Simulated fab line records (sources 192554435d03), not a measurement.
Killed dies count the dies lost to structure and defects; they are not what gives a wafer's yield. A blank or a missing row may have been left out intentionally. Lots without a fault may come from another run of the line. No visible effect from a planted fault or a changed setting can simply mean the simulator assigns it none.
Split-lot trial :: flow n5Finfet :: 21 wafers read from 7 lots, route of 1938 steps

## ON THE SPLIT
At N5_HKMG_FIN_PEB_10 (peb time 60 s), the setting pebTimeS was moved away from the recipe's 60 s on 4 of the 21 wafers read, by -17.5% to +6.5%. All remaining wafers had this setting at the recipe value.

## THE PATH FROM SPLIT TO READING: the file shows 1 step between them
- N5_HKMG_FIN_DEVELOP_11: develop time 30 s

## THE READING
cdNm, in nm, at N5_HKMG_FIN_CD_MEAS_12 (target cd 92.8 nm). Fault-free wafers of this fab line usually give 92.8 nm, standard deviation 0.86 nm.

wafer: L084.3
tool, chamber at the split: lithoTrack-04, 0
pebTimeS as run, s: 60
against the recipe: recipe
cdNm, nm: 93.9
against lot-mates on the recipe: -

wafer: L084.4
tool, chamber at the split: lithoTrack-04, 0
pebTimeS as run, s: 60
against the recipe: recipe
cdNm, nm: 93.1
against lot-mates on the recipe: -

wafer: L084.5
tool, chamber at the split: lithoTrack-04, 0
pebTimeS as run, s: 60
against the recipe: recipe
cdNm, nm: 92.1
against lot-mates on the recipe: -

wafer: L085.1
tool, chamber at the split: lithoTrack-03, 0
pebTimeS as run, s: 49.48
against the recipe: -17.5%
cdNm, nm: 84.8
against lot-mates on the recipe: -7.8

wafer: L085.2
tool, chamber at the split: lithoTrack-03, 0
pebTimeS as run, s: 49.48
against the recipe: -17.5%
cdNm, nm: 86.1
against lot-mates on the recipe: -6.5

wafer: L085.3
tool, chamber at the split: lithoTrack-03, 0
pebTimeS as run, s: 60
against the recipe: recipe
cdNm, nm: 92.6
against lot-mates on the recipe: -

wafer: L086.3
tool, chamber at the split: lithoTrack-05, 0
pebTimeS as run, s: 60
against the recipe: recipe
cdNm, nm: 92.7
against lot-mates on the recipe: -

wafer: L086.4
tool, chamber at the split: lithoTrack-05, 0
pebTimeS as run, s: 60
against the recipe: recipe
cdNm, nm: 92.9
against lot-mates on the recipe: -

wafer: L086.5
tool, chamber at the split: lithoTrack-05, 0
pebTimeS as run, s: 60
against the recipe: recipe
cdNm, nm: 92.2
against lot-mates on the recipe: -

wafer: L089.1
tool, chamber at the split: lithoTrack-05, 0
pebTimeS as run, s: 60
against the recipe: recipe
cdNm, nm: 93.0
against lot-mates on the recipe: -

wafer: L089.5
tool, chamber at the split: lithoTrack-05, 0
pebTimeS as run, s: 60
against the recipe: recipe
cdNm, nm: 93.0
against lot-mates on the recipe: -

wafer: L089.6
tool, chamber at the split: lithoTrack-05, 0
pebTimeS as run, s: 60
against the recipe: recipe
cdNm, nm: 93.8
against lot-mates on the recipe: -

wafer: L090.2
tool, chamber at the split: lithoTrack-05, 0
pebTimeS as run, s: 63.93
against the recipe: +6.5%
cdNm, nm: 95.6
against lot-mates on the recipe: +3.6

wafer: L090.4
tool, chamber at the split: lithoTrack-05, 0
pebTimeS as run, s: 60
against the recipe: recipe
cdNm, nm: 92.0
against lot-mates on the recipe: -

wafer: L090.5
tool, chamber at the split: lithoTrack-05, 0
pebTimeS as run, s: 63.93
against the recipe: +6.5%
cdNm, nm: 95.4
against lot-mates on the recipe: +3.4

wafer: L096.1
tool, chamber at the split: lithoTrack-05, 0
pebTimeS as run, s: 60
against the recipe: recipe
cdNm, nm: 92.3
against lot-mates on the recipe: -

wafer: L096.2
tool, chamber at the split: lithoTrack-05, 0
pebTimeS as run, s: 60
against the recipe: recipe
cdNm, nm: 92.5
against lot-mates on the recipe: -

wafer: L096.6
tool, chamber at the split: lithoTrack-05, 0
pebTimeS as run, s: 60
against the recipe: recipe
cdNm, nm: 93.4
against lot-mates on the recipe: -

wafer: L097.2
tool, chamber at the split: lithoTrack-04, 0
pebTimeS as run, s: 60
against the recipe: recipe
cdNm, nm: 92.6
against lot-mates on the recipe: -

wafer: L097.4
tool, chamber at the split: lithoTrack-04, 0
pebTimeS as run, s: 60
against the recipe: recipe
cdNm, nm: 92.9
against lot-mates on the recipe: -

wafer: L097.5
tool, chamber at the split: lithoTrack-04, 0
pebTimeS as run, s: 60
against the recipe: recipe
cdNm, nm: 91.3
against lot-mates on the recipe: -

THE FIT
A straight line over all 21 wafers: cdNm changes by +0.416 nm for each +1% of pebTimeS; r = +0.97; the points scatter about the line by 0.64 nm.
The same after taking each lot's own level away (the mean of its wafers on the recipe; 21 wafers): +0.426 nm for each +1%; r = +0.98; scatter 0.58 nm.
That fit puts the effect of the largest move of pebTimeS on the reading at 7.5 nm.
The lots' own levels span 92.00 to 93.27 nm, that is 1.5 times the standard deviation above.
The two slopes agree, so the slope changes little with the lot-to-lot level.
Check: -7.03 nm against its lot-mates is what the line predicts for one of the wafers moved furthest among these (-17.5%) when that wafer is left out of the fit. It came out at -7.8 nm against them.

## ADDITIONAL SPLITS CARRIED BY THESE WAFERS
Before the reading, these wafers also passed through other splits. Each is held against what the fit with the lots' levels taken away leaves over:
other split on the same wafers: N5_PMOS_HMC_CHANNEL_EPI_COAT_03 spinRpm
wafers away from the commonest value: 5
r with cdNm (lot level and that fit taken away): -0.08

other split on the same wafers: N5_PMOS_HMC_CHANNEL_EPI_DEVELOP_08 developTimeS
wafers away from the commonest value: 9
r with cdNm (lot level and that fit taken away): +0.02

other split on the same wafers: N5_FIN_SAQP_ETCH_65 timeS
wafers away from the commonest value: 4
r with cdNm (lot level and that fit taken away): +0.27

other split on the same wafers: N5_FIN_CUT_ETCH_21 timeS
wafers away from the commonest value: 6
r with cdNm (lot level and that fit taken away): +0.01

other split on the same wafers: N5_SD_EPI_N_EPI_21 epiGrowthTimeS
wafers away from the commonest value: 5
r with cdNm (lot level and that fit taken away): -0.07

other split on the same wafers: N5_SD_EPI_P_EXPOSE_06 doseMj
wafers away from the commonest value: 5
r with cdNm (lot level and that fit taken away): +0.18

other split on the same wafers: N5_SDB_COAT_05 spinRpm
wafers away from the commonest value: 8
r with cdNm (lot level and that fit taken away): -0.12

other split on the same wafers: N5_SDB_EXPOSE_08 doseMj
wafers away from the commonest value: 7
r with cdNm (lot level and that fit taken away): -0.07

## FILE'S OWN FIT
cdNm changes by +0.423 nm for each +1% of pebTimeS, r = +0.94.
